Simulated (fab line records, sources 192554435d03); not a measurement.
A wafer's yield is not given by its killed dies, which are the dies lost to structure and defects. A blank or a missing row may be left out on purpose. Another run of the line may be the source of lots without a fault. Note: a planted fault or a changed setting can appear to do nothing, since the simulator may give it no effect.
Matching of chambers + flow n5-finfet + N5_BEOL_M12_ILD_DEP_00 on pecvd-04 has 3 sister chambers
The step deposits SiOC from DEMS/O2, target thk 658.92 nm, time 130.7 s. 22 wafers are shown with their chamber, then 11 later ones without.

## WAFERS WITH THEIR CHAMBER
| wafer  | chamber | throttle-valve-pct (%) | showerhead-plenum-p-Torr (Torr) | susceptor-temp-C (C) |
|--------|---------|------------------------|---------------------------------|----------------------|
| L074.1 | 0       | 13.1                   | 5.707                           | 349.97               |
| L074.4 | 0       | 13.3                   | 5.704                           | 349.64               |
| L074.6 | 1       | 13.7                   | 5.710                           | 350.21               |
| L077.2 | 1       | 13.6                   | 5.698                           | 349.85               |
| L077.3 | 2       | 11.1                   | 5.683                           | 349.78               |
| L077.5 | 1       | 13.6                   | 5.692                           | 350.04               |
| L080.2 | 2       | 11.2                   | 5.695                           | 349.63               |
| L080.4 | 0       | 13.0                   | 5.696                           | 349.89               |
| L080.5 | 0       | 13.0                   | 5.684                           | 349.88               |
| L086.2 | 1       | 13.6                   | 5.690                           | 350.01               |
| L086.3 | 0       | 13.3                   | 5.698                           | 349.86               |
| L086.4 | 2       | 11.1                   | 5.686                           | 349.97               |
| L084.1 | 2       | 11.2                   | 5.677                           | 349.65               |
| L084.4 | 1       | 13.7                   | 5.705                           | 350.12               |
| L084.5 | 2       | 11.1                   | 5.676                           | 349.80               |
| L087.1 | 0       | 13.2                   | 5.694                           | 349.88               |
| L087.2 | 2       | 11.3                   | 5.686                           | 350.34               |
| L087.6 | 0       | 13.6                   | 5.711                           | 349.56               |
| L088.2 | 0       | 13.3                   | 5.691                           | 349.78               |
| L088.5 | 0       | 12.9                   | 5.698                           | 350.02               |
| L088.6 | 1       | 13.4                   | 5.695                           | 350.50               |
| L092.1 | 1       | 13.6                   | 5.698                           | 349.97               |

SIGNATURES (means of the wafers above)
| reading                  | chamber 0 | chamber 1 | chamber 2 | scatter within a chamber |
|--------------------------|-----------|-----------|-----------|--------------------------|
| throttle-valve-pct       | 13.189    | 13.600    | 11.167    | 0.156                    |
| showerhead-plenum-p-Torr | 5.69811   | 5.69829   | 5.68383   | 0.00759                  |
| susceptor-temp-C         | 349.8311  | 350.1000  | 349.8617  | 0.204                    |
Rule: a wafer lies at a distance from a chamber equal to the root of the sum of squares, over the readings, of (its reading less the chamber's mean, divided by the reading's scatter). The wafer belongs to the nearest chamber; if the next one is less than 2 further off, it can't be placed. The scatter: the root of (the sum of the squares of (reading less its chamber's mean) over the shown wafers, divided by (wafers less chambers)).

## WAFERS WITHOUT THEIR CHAMBER
| wafer  | throttle-valve-pct (%) | showerhead-plenum-p-Torr (Torr) | susceptor-temp-C (C) |
|--------|------------------------|---------------------------------|----------------------|
| L092.2 | 13.3                   | 5.697                           | 349.86               |
| L092.3 | 11.0                   | 5.691                           | 350.19               |
| L092.4 | 13.7                   | 5.702                           | 349.55               |
| L092.5 | 13.4                   | 5.692                           | 349.96               |
| L092.6 | 11.2                   | 5.695                           | 350.45               |
| L094.2 | 13.3                   | 5.691                           | 349.96               |
| L094.3 | 11.4                   | 5.692                           | 350.41               |
| L094.4 | 11.0                   | 5.678                           | 350.21               |
| L095.1 | 13.5                   | 5.688                           | 349.98               |
| L095.2 | 13.9                   | 5.691                           | 349.92               |
| L095.6 | 13.6                   | 5.690                           | 349.98               |

## WHICH CHAMBER EACH WENT THROUGH
| wafer  | from the rows above     | in truth |
|--------|-------------------------|----------|
| L092.2 | can't be placed: 0 or 1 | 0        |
| L092.3 | 2                       | 2        |
| L092.4 | can't be placed: 1 or 0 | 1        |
| L092.5 | can't be placed: 1 or 0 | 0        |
| L092.6 | 2                       | 2        |
| L094.2 | can't be placed: 0 or 1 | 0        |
| L094.3 | 2                       | 2        |
| L094.4 | 2                       | 2        |
| L095.1 | can't be placed: 1 or 0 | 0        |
| L095.2 | 1                       | 1        |
| L095.6 | can't be placed: 1 or 0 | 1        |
Correctly placed: 5 of 11. Cannot be placed on the basis of these rows: 6; the candidates contain the true chamber in 6. Wrongly placed: 0.
